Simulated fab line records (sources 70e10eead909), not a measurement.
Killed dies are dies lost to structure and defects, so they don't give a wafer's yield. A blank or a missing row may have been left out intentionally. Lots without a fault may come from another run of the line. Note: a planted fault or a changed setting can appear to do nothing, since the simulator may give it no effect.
fab line records / flow nand-harc
record lots=5 wafers=14 last-day=33
route steps=1302 shown A_DECK1_JOINT@535 A_ONON_D2@545 END@1302
lots untouched by any fault: they come from a run of this same line in which no faults occurred
start-h: the number of hours between the record's first day and the start of the first shown wafer of the lot / wait-h: hours since the lot's step before / " the same as in the row above / L1.1+2: one row covering several wafers at once / - either no value or no given start / * or withheld: withheld / < > ~ a bound
route shown NAME@n: NAME is a module with steps in the file, n the number in the route of the first one / usual: average and standard deviation across the fault-free wafers / same: alike in all rows / chamber/n: place in a boat / sites: each site's reading / _std_site: the values' standard deviation / _edge_site: the outer-site mean with the inner-site mean subtracted / radius-mm: for every site, how far away it sits from the centre of the wafer / mask NAME#n: copy n / behind: the tool/chamber that last shaped the wafer / hold: the reason the lot was held/the length of the hold in hours/how it ended / device: which transistor (n, p or np) failed to switch / end of line: the same wafers' tests at the end of the route / where a step has no rows: the recipe by itself / killed: the dies lost at the first sort to structure and to defects; this is not the yield of the wafer / map: per-die view of a wafer (x killed, . not killed, _ where there is no die)
set.NAME: setting as actually run; set.NAME@STEP: the setting as run at that earlier step / model.NAME: the simulator's own value behind a step, which no gauge read
certain route steps with their lots: each step a table, each wafer a row
services: a tool's chamber out of use, with start hour (start-h, from the record's first day; less than 0 if before it), hours out, and reason
## steps
# step NHARC_A_DECK1_JOINT_CURE_26
# recipe temp-c=150 time-s=32 pressure-atm=0.395
# step NHARC_A_DECK1_JOINT_ANNEAL_27
# recipe temp-c=400 time-s=3600 idle-temp-c=300 ramp-up-c-per-min=10 densification-p-h2o-torr=640
# step NHARC_A_DECK1_JOINT_ANNEAL_28
# recipe temp-c=500 time-s=1800 idle-temp-c=400 ramp-up-c-per-min=10 densification-p-h2o-torr=640
# step NHARC_A_DECK1_JOINT_ANNEAL_29
# recipe temp-c=750 time-s=1800 idle-temp-c=500 ramp-up-c-per-min=10 ramp-down-c-per-min=3
# step NHARC_A_DECK1_JOINT_CMP_02
# recipe material=SiOx
# usual edge-zone-pressure-frac=1.000/0.0045 motor-current-A=11.8/1.2 retaining-ring-pressure-frac=1.000/0.005
lot.wafer=L897.3 tool=cmp-01 chamber=2 start-h=333.08 wait-h=0.4 edge-zone-pressure-frac=1.003 motor-current-A=13.1 retaining-ring-pressure-frac=1.004
lot.wafer=L897.2 tool=cmp-01 chamber=0 start-h=333.08 wait-h=0.4 edge-zone-pressure-frac=1.008 motor-current-A=13.0 retaining-ring-pressure-frac=1.009
lot.wafer=L897.5 tool=cmp-01 chamber=3 start-h=333.08 wait-h=0.4 edge-zone-pressure-frac=0.995 motor-current-A=12.9 retaining-ring-pressure-frac=1.000
lot.wafer=L903.4 tool=cmp-01 chamber=1 start-h=393.49 wait-h=0.4 edge-zone-pressure-frac=0.998 motor-current-A=11.1 retaining-ring-pressure-frac=0.997
lot.wafer=L903.6 tool=cmp-01 chamber=3 start-h=393.49 wait-h=0.4 edge-zone-pressure-frac=1.002 motor-current-A=12.3 retaining-ring-pressure-frac=0.996
lot.wafer=L909.2 tool=cmp-04 chamber=2 start-h=459.04 wait-h=0.4 edge-zone-pressure-frac=0.998 motor-current-A=10.7 retaining-ring-pressure-frac=0.997
lot.wafer=L909.4 tool=cmp-04 chamber=1 start-h=459.04 wait-h=0.4 edge-zone-pressure-frac=1.004 motor-current-A=11.0 retaining-ring-pressure-frac=1.000
lot.wafer=L909.6 tool=cmp-04 chamber=3 start-h=459.04 wait-h=0.4 edge-zone-pressure-frac=0.995 motor-current-A=9.9 retaining-ring-pressure-frac=0.994
lot.wafer=L910.1 tool=cmp-03 chamber=2 start-h=498.42 wait-h=0.4 edge-zone-pressure-frac=1.002 motor-current-A=10.0 retaining-ring-pressure-frac=1.001
lot.wafer=L910.4 tool=cmp-03 chamber=3 start-h=498.42 wait-h=0.4 edge-zone-pressure-frac=0.993 motor-current-A=11.8 retaining-ring-pressure-frac=1.002
lot.wafer=L910.3 tool=cmp-03 chamber=0 start-h=498.42 wait-h=0.4 edge-zone-pressure-frac=1.000 motor-current-A=11.9 retaining-ring-pressure-frac=1.004
lot.wafer=L912.4 tool=cmp-03 chamber=2 start-h=508.89 wait-h=0.4 edge-zone-pressure-frac=0.996 motor-current-A=9.9 retaining-ring-pressure-frac=0.995
lot.wafer=L912.3 tool=cmp-03 chamber=0 start-h=508.89 wait-h=0.4 edge-zone-pressure-frac=0.998 motor-current-A=11.7 retaining-ring-pressure-frac=1.008
lot.wafer=L912.1 tool=cmp-03 chamber=1 start-h=508.89 wait-h=0.4 edge-zone-pressure-frac=0.999 motor-current-A=11.5 retaining-ring-pressure-frac=0.998
# step NHARC_A_DECK1_JOINT_SRD_15
# step NHARC_A_DECK1_JOINT_DEP_16
# recipe target-thk-a=450 temp-c=400 pressure-torr=6.5 rf-w=900 teos-flow-sccm=161.4 flow-sccm=2650 target-thk-nm=45 gas=O2 material=SiO2
# usual heater-power-w=548/85 throttle-valve-pct=16.1/0.58
lot.wafer=L897.3 tool=pecvd-03 chamber=0 start-h=333.47 wait-h=0.1 heater-power-w=606 since-wet-clean-h=135 throttle-valve-pct=16.1
lot.wafer=L897.2 tool=pecvd-03 chamber=1 start-h=333.47 wait-h=0.1 heater-power-w=498 since-wet-clean-h=135 throttle-valve-pct=16.0
lot.wafer=L897.5 tool=pecvd-03 chamber=1 start-h=333.47 wait-h=0.1 heater-power-w=492 since-wet-clean-h=- throttle-valve-pct=15.5
lot.wafer=L903.6 tool=pecvd-03 chamber=2 start-h=393.89 wait-h=0.2 heater-power-w=418 since-wet-clean-h=- throttle-valve-pct=15.6
lot.wafer=L903.4 tool=pecvd-03 chamber=0 start-h=393.89 wait-h=0.2 heater-power-w=738 since-wet-clean-h=- throttle-valve-pct=16.5
lot.wafer=L909.2 tool=pecvd-02 chamber=1 start-h=459.47 wait-h=0.1 heater-power-w=607 since-wet-clean-h=38 throttle-valve-pct=16.1
lot.wafer=L909.4 tool=pecvd-02 chamber=1 start-h=459.47 wait-h=0.1 heater-power-w=596 since-wet-clean-h=- throttle-valve-pct=16.5
lot.wafer=L909.6 tool=pecvd-02 chamber=2 start-h=459.47 wait-h=0.1 heater-power-w=591 since-wet-clean-h=- throttle-valve-pct=15.8
lot.wafer=L910.3 tool=pecvd-04 chamber=1 start-h=498.80 wait-h=0.1 heater-power-w=701 since-wet-clean-h=34 throttle-valve-pct=16.6
lot.wafer=L910.1 tool=pecvd-04 chamber=2 start-h=498.80 wait-h=0.1 heater-power-w=546 since-wet-clean-h=34 throttle-valve-pct=16.9
lot.wafer=L910.4 tool=pecvd-04 chamber=2 start-h=498.80 wait-h=0.1 heater-power-w=547 since-wet-clean-h=- throttle-valve-pct=16.7
lot.wafer=L912.3 tool=pecvd-04 chamber=1 start-h=509.28 wait-h=0.1 heater-power-w=707 since-wet-clean-h=45 throttle-valve-pct=16.6
lot.wafer=L912.1 tool=pecvd-04 chamber=2 start-h=509.28 wait-h=0.1 heater-power-w=529 since-wet-clean-h=45 throttle-valve-pct=16.7
lot.wafer=L912.4 tool=pecvd-04 chamber=0 start-h=509.28 wait-h=0.1 heater-power-w=465 since-wet-clean-h=- throttle-valve-pct=17.1
# step NHARC_A_DECK1_JOINT_THK_MEAS_17
# recipe thk-meas-gauge=ellipsometry
# usual thk-nm=45.0/1.1
lot.wafer=L897.2 tool=film-metro-01 chamber=- start-h=333.75 wait-h=0.2 thk-nm=45.2
lot.wafer=L897.3 tool=film-metro-01 chamber=- start-h=333.75 wait-h=0.2 thk-nm=45.6
lot.wafer=L897.5 tool=film-metro-01 chamber=- start-h=333.75 wait-h=0.2 thk-nm=44.2
lot.wafer=L903.4 tool=film-metro-01 chamber=- start-h=394.09 wait-h=0.1 thk-nm=45.3
lot.wafer=L903.6 tool=film-metro-01 chamber=- start-h=394.09 wait-h=0.1 thk-nm=48.0
lot.wafer=L909.2 tool=film-metro-02 chamber=- start-h=459.75 wait-h=0.3 thk-nm=45.3
lot.wafer=L909.4 tool=film-metro-02 chamber=- start-h=459.75 wait-h=0.3 thk-nm=45.8
lot.wafer=L909.6 tool=film-metro-02 chamber=- start-h=459.75 wait-h=0.3 thk-nm=45.4
lot.wafer=L910.1 tool=film-metro-01 chamber=- start-h=499.09 wait-h=0.2 thk-nm=44.8
lot.wafer=L910.3 tool=film-metro-01 chamber=- start-h=499.09 wait-h=0.2 thk-nm=46.0
lot.wafer=L910.4 tool=film-metro-01 chamber=- start-h=499.09 wait-h=0.2 thk-nm=45.0
lot.wafer=L912.1 tool=film-metro-02 chamber=- start-h=509.56 wait-h=0.2 thk-nm=44.1
lot.wafer=L912.3 tool=film-metro-02 chamber=- start-h=509.56 wait-h=0.2 thk-nm=44.6
lot.wafer=L912.4 tool=film-metro-02 chamber=- start-h=509.56 wait-h=0.2 thk-nm=44.9
# step NHARC_A_DECK1_JOINT_INSPECT_05
# usual raw-defect-count=348/110
lot.wafer=L897.2 tool=defect-inspect-02 chamber=- start-h=333.78 wait-h=0.0 raw-defect-count=355
lot.wafer=L897.3 tool=defect-inspect-02 chamber=- start-h=333.78 wait-h=0.0 raw-defect-count=172
lot.wafer=L897.5 tool=defect-inspect-02 chamber=- start-h=333.78 wait-h=0.0 raw-defect-count=465
lot.wafer=L903.4 tool=defect-inspect-02 chamber=- start-h=394.12 wait-h=0.0 raw-defect-count=196
lot.wafer=L903.6 tool=defect-inspect-02 chamber=- start-h=394.12 wait-h=0.0 raw-defect-count=212
lot.wafer=L909.2 tool=defect-inspect-02 chamber=- start-h=459.78 wait-h=0.0 raw-defect-count=425
lot.wafer=L909.4 tool=defect-inspect-02 chamber=- start-h=459.78 wait-h=0.0 raw-defect-count=344
lot.wafer=L909.6 tool=defect-inspect-02 chamber=- start-h=459.78 wait-h=0.0 raw-defect-count=407
lot.wafer=L910.1 tool=defect-inspect-02 chamber=- start-h=499.12 wait-h=0.0 raw-defect-count=329
lot.wafer=L910.3 tool=defect-inspect-02 chamber=- start-h=499.12 wait-h=0.0 raw-defect-count=543
lot.wafer=L910.4 tool=defect-inspect-02 chamber=- start-h=499.12 wait-h=0.0 raw-defect-count=392
lot.wafer=L912.1 tool=defect-inspect-02 chamber=- start-h=509.59 wait-h=0.0 raw-defect-count=301
lot.wafer=L912.3 tool=defect-inspect-02 chamber=- start-h=509.59 wait-h=0.0 raw-defect-count=274
lot.wafer=L912.4 tool=defect-inspect-02 chamber=- start-h=509.59 wait-h=0.0 raw-defect-count=452
# step NHARC_A_ONON_D2_DEP_00
# recipe target-thk-a=10000 n2-flow-sccm=2750 n2o-flow-sccm=2000 nh3-flow-sccm=500 sih4-flow-sccm=210 temp-c=400
# step NHARC_A_ONON_D2_THK_MEAS_02
# recipe thk-meas-gauge=ellipsometry
# usual thk-nm=1002/9.4
lot.wafer=L897.2 tool=film-metro-01 chamber=- start-h=334.37 wait-h=- thk-nm=997
lot.wafer=L897.3 tool=film-metro-01 chamber=- start-h=334.37 wait-h=- thk-nm=996
lot.wafer=L897.5 tool=film-metro-01 chamber=- start-h=334.37 wait-h=- thk-nm=997
lot.wafer=L903.4 tool=film-metro-01 chamber=- start-h=394.70 wait-h=- thk-nm=1008
lot.wafer=L903.6 tool=film-metro-01 chamber=- start-h=394.70 wait-h=- thk-nm=1011
lot.wafer=L909.2 tool=film-metro-02 chamber=- start-h=460.36 wait-h=- thk-nm=1030
lot.wafer=L909.4 tool=film-metro-02 chamber=- start-h=460.36 wait-h=- thk-nm=1027
lot.wafer=L909.6 tool=film-metro-02 chamber=- start-h=460.36 wait-h=- thk-nm=1029
lot.wafer=L910.1 tool=film-metro-02 chamber=- start-h=499.70 wait-h=- thk-nm=990
lot.wafer=L910.3 tool=film-metro-02 chamber=- start-h=499.70 wait-h=- thk-nm=993
lot.wafer=L910.4 tool=film-metro-02 chamber=- start-h=499.70 wait-h=- thk-nm=992
lot.wafer=L912.1 tool=film-metro-02 chamber=- start-h=510.17 wait-h=- thk-nm=996
lot.wafer=L912.3 tool=film-metro-02 chamber=- start-h=510.17 wait-h=- thk-nm=996
lot.wafer=L912.4 tool=film-metro-02 chamber=- start-h=510.17 wait-h=- thk-nm=997
# step NHARC_A_ONON_D2_DEP_03
# recipe target-thk-a=10000 n2-flow-sccm=2750 n2o-flow-sccm=2000 nh3-flow-sccm=500 sih4-flow-sccm=210 temp-c=400
lot.wafer=L897.2+3+5 tool=pecvd-onon-02 chamber=0 start-h=334.48 wait-h=0.1
lot.wafer=L903.4+6 tool=pecvd-onon-04 chamber=0 start-h=394.93 wait-h=0.2
lot.wafer=L909.2+4+6 tool=pecvd-onon-04 chamber=0 start-h=460.47 wait-h=0.1
lot.wafer=L910.1+3+4 tool=pecvd-onon-01 chamber=0 start-h=499.76 wait-h=0.1
lot.wafer=L912.1+3+4 tool=pecvd-onon-04 chamber=0 start-h=510.23 wait-h=0.1
# step NHARC_A_ONON_D2_THK_MEAS_05
# recipe thk-meas-gauge=ellipsometry
# usual thk-nm=1001/6.4
lot.wafer=L897.2 tool=film-metro-01 chamber=- start-h=334.93 wait-h=- thk-nm=1004
lot.wafer=L897.3 tool=film-metro-01 chamber=- start-h=334.93 wait-h=- thk-nm=1001
lot.wafer=L897.5 tool=film-metro-01 chamber=- start-h=334.93 wait-h=- thk-nm=1004
lot.wafer=L903.4 tool=film-metro-02 chamber=- start-h=395.27 wait-h=- thk-nm=1036
lot.wafer=L903.6 tool=film-metro-02 chamber=- start-h=395.27 wait-h=- thk-nm=1037
lot.wafer=L909.2 tool=film-metro-02 chamber=- start-h=460.93 wait-h=- thk-nm=999
lot.wafer=L909.4 tool=film-metro-02 chamber=- start-h=460.93 wait-h=- thk-nm=997
lot.wafer=L909.6 tool=film-metro-02 chamber=- start-h=460.93 wait-h=- thk-nm=998
lot.wafer=L910.1 tool=film-metro-01 chamber=- start-h=500.27 wait-h=- thk-nm=993
lot.wafer=L910.3 tool=film-metro-01 chamber=- start-h=500.27 wait-h=- thk-nm=995
lot.wafer=L910.4 tool=film-metro-01 chamber=- start-h=500.27 wait-h=- thk-nm=994
lot.wafer=L912.1 tool=film-metro-02 chamber=- start-h=510.74 wait-h=- thk-nm=1004
lot.wafer=L912.3 tool=film-metro-02 chamber=- start-h=510.74 wait-h=- thk-nm=1004
lot.wafer=L912.4 tool=film-metro-02 chamber=- start-h=510.74 wait-h=- thk-nm=1002
# step NHARC_A_ONON_D2_DEP_06
# recipe target-thk-a=10000 n2-flow-sccm=2750 n2o-flow-sccm=2000 nh3-flow-sccm=500 sih4-flow-sccm=210 temp-c=400
# step NHARC_END_SORT_01
# recipe temp-c=25
# usual killed-at-array=62/16 killed-at-other=0.8/1.1 killed-at-periphery=4/3.2 killed-dies=67/16 killed-open=3.5/1.9 killed-short=2.1/1.5
# same gross-dies=677
lot.wafer=L903.4 tool=prober-02 chamber=0 start-h=684.77 wait-h=3.4 killed-at-array=300 killed-at-other=0 killed-at-periphery=2 killed-dies=302 killed-open=4 killed-short=2
lot.wafer=L903.6 tool=prober-02 chamber=0 start-h=686.36 wait-h=4.0 killed-at-array=301 killed-at-other=1 killed-at-periphery=6 killed-dies=308 killed-open=3 killed-short=0
lot.wafer=L912.1 tool=prober-02 chamber=0 start-h=800.35 wait-h=2.5 killed-at-array=57 killed-at-other=0 killed-at-periphery=0 killed-dies=57 killed-open=1 killed-short=2
lot.wafer=L912.3 tool=prober-02 chamber=0 start-h=801.97 wait-h=3.1 killed-at-array=74 killed-at-other=2 killed-at-periphery=7 killed-dies=83 killed-open=7 killed-short=4
# killed by level:class
L903.4 A_ONON_D2:area-dep=259 A_CHANNEL_HOLE_D1:chamber-film-flake=30 A_SLIT:chamber-film-flake=3 A_CONTACT:chamber-film-flake=2 A_ONON_D1:geometric-particle:open=1 A_CHANNEL_FILL_D2:geometric-particle:short=1 A_WL_FILL:geometric-particle:short=1 A_CONTACT:geometric-particle:open=1
L903.6 A_ONON_D2:area-dep=263 A_CHANNEL_HOLE_D1:chamber-film-flake=30 P_M2:chamber-film-flake=3 A_CHANNEL_FILL_D2:geometric-particle:open=2 P_GATE:chamber-film-flake=2 A_SLIT:chamber-film-flake=2 A_CONTACT:chamber-film-flake=2 P_ZERO_WELL:chamber-film-flake=1
L912.1 A_CHANNEL_HOLE_D2:chamber-film-flake=33 A_SLIT:chamber-film-flake=8 A_STAIRCASE:chamber-film-flake=5 A_CONTACT:chamber-film-flake=5 A_DECK1_JOINT:chamber-film-flake=2 A_SOURCE_PLATE:geometric-particle:short=1 A_CHANNEL_FILL_D1:geometric-particle:short=1 A_DECK1_JOINT:geometric-particle:open=1
L912.3 A_CHANNEL_HOLE_D2:chamber-film-flake=41 A_SLIT:chamber-film-flake=12 A_CONTACT:chamber-film-flake=6 P_ZERO_WELL:chamber-film-flake=3 A_STAIRCASE:chamber-film-flake=3 A_SOURCE_PLATE:geometric-particle:open=2 A_CHANNEL_HOLE_D1:geometric-particle:open=2 P_GATE:chamber-film-flake=2
# map L903.6 (x killed, . not)
____________.____________
_________x...x.x_________
_______xxx.x....xx_______
______..x.x.x..x.xx______
_____..x..xx.xx..x.._____
____.xx.x..x..x.x....____
____x..xx.xx...x....x____
___xx.x......x.xxxx...___
___.x..xx...xxx.x...xx___
__x.xx..x..xxxxx.....xx__
__..x...xx..x..xx...xxx__
_..x..x...x.xx.xxxx...x._
_xxxxxx...x.xxxx..xx...._
_..x.x.....x.xxxxx....x._
_.x..x.xxxxxxxxxxx.....x_
_..x..x.x.xx.....x.x.x.x_
xxxx..xxx.xxxx..x.x..x..x
xx..x.x.x.xx....xx.x.xxxx
...xxxx...x..xxxx.xxx..x.
......xxxx...xx.x...xx...
x.....x.x.x..x..x..x..xx.
_..xx.x.x..xx...x....x.._
_..x.xx.xx..xx....x..xx._
_x....x.x..x.xxx..x.xx.._
_.x...x...xx.......xx..x_
_x.x.x..x.xx.xx.x..xx.x._
__xxx...xxx.x...xxx..x.__
__..xx.x......xx.xx.x..__
___x..x.xxxx.x..x.x..x___
___xxx.xxxxx.x..x...xx___
____.xx...x.xx..xx.x.____
____xx.x.x....xx....x____
_____......x...x...._____
______x....xx.x.x..______
_______xxxx.x.xxxx_______
_________x.xx..._________
____________.____________
# map L912.3 (x killed, . not)
____________.____________
_________......._________
_______..........._______
______.............______
_____........x......_____
____..............x..____
____......x..........____
___...................___
___...................___
__............x........__
__...........x.x.......__
_.............x..x......_
_....x.........xxx......_
_.............xx........_
_..............x........_
_........x...xx...x....._
..........x.....x.x...x..
..............x..........
....................x....
...............x...x.....
..x......................
_..................x...._
_....xx.......x........._
_......................._
_................x......_
_x................x....._
__.............xx.x....__
__....x..........x.....__
___..x....x..xxxxxx...___
___....x...x..xxxxxx..___
____..x......xxxxxx..____
____.....x....xxxxxx.____
_____..x....x.xxxx.x_____
______........xxx..______
_______..........._______
_________x....xx_________
____________.____________
## services
tool=pecvd-04 chamber=0 start-h=309.54 hours=7.7 kind=repair
tool=pecvd-onon-04 chamber=- start-h=311.33 hours=13.0 kind=pm
tool=pecvd-02 chamber=0 start-h=325.53 hours=6.8 kind=repair
tool=cmp-03 chamber=- start-h=330.72 hours=4.3 kind=repair
tool=cmp-04 chamber=- start-h=348.54 hours=4.3 kind=repair
tool=cmp-03 chamber=- start-h=358.11 hours=4.0 kind=pm
tool=pecvd-04 chamber=0 start-h=362.24 hours=26.8 kind=repair
tool=cmp-03 chamber=- start-h=363.02 hours=2.1 kind=repair
tool=pecvd-03 chamber=- start-h=366.22 hours=13.0 kind=pm
tool=pecvd-onon-02 chamber=- start-h=366.61 hours=13.0 kind=pm
tool=cmp-04 chamber=- start-h=367.87 hours=4.0 kind=pm
tool=cmp-01 chamber=- start-h=375.35 hours=0.4 kind=repair
tool=cmp-01 chamber=- start-h=381.50 hours=4.0 kind=pm
tool=pecvd-02 chamber=- start-h=388.33 hours=2.9 kind=repair
tool=cmp-03 chamber=- start-h=393.35 hours=0.9 kind=repair
tool=cmp-01 chamber=- start-h=399.65 hours=0.9 kind=repair
tool=cmp-04 chamber=- start-h=405.23 hours=0.9 kind=repair
tool=pecvd-04 chamber=- start-h=451.47 hours=13.0 kind=pm
tool=cmp-03 chamber=- start-h=456.11 hours=4.0 kind=pm
tool=cmp-03 chamber=- start-h=467.43 hours=1.5 kind=repair
tool=cmp-01 chamber=- start-h=469.44 hours=5.1 kind=repair
tool=cmp-01 chamber=- start-h=479.50 hours=4.0 kind=pm
tool=pecvd-onon-04 chamber=- start-h=492.33 hours=13.0 kind=pm
tool=cmp-01 chamber=- start-h=505.82 hours=0.4 kind=repair
## key
first-sign step=NHARC_A_ONON_D2_THK_MEAS_05 reading=thk-nm direction=up sigmas=5.6 usual=1001 struck=1037
effect step=NHARC_END_SORT_01 reading=killed-at-array direction=up sigmas=15 usual=62 struck=300
more-kills-born-at NHARC_A_ONON_D2_DEP_03@pecvd-onon-04=522
met-at NHARC_A_ONON_D2_DEP_03
struck-wafers L903.4,L903.6
tester-left-out L903
also-fits NHARC_A_DECK1_JOINT_CMP_02:cmp-01,NHARC_A_DECK1_JOINT_DEP_16:pecvd-03
fault kind=process-parameter-drift tool=pecvd-onon-04 chamber=- onset-h=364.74 steps=NHARC_A_ONON_D2_DEP_03 channel=target-thk-a offset=* shape=step end-h=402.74 scope=struck-wafers-only acts-in=* stated=*
# tester-left-out: of these lots the tester's yield and bins aren't shown, on N5 and GAA mostly nor the transistor test; their killed dies are dies lost to structure and defects alone, not to doping, threshold or leakage, so they don't give the yield
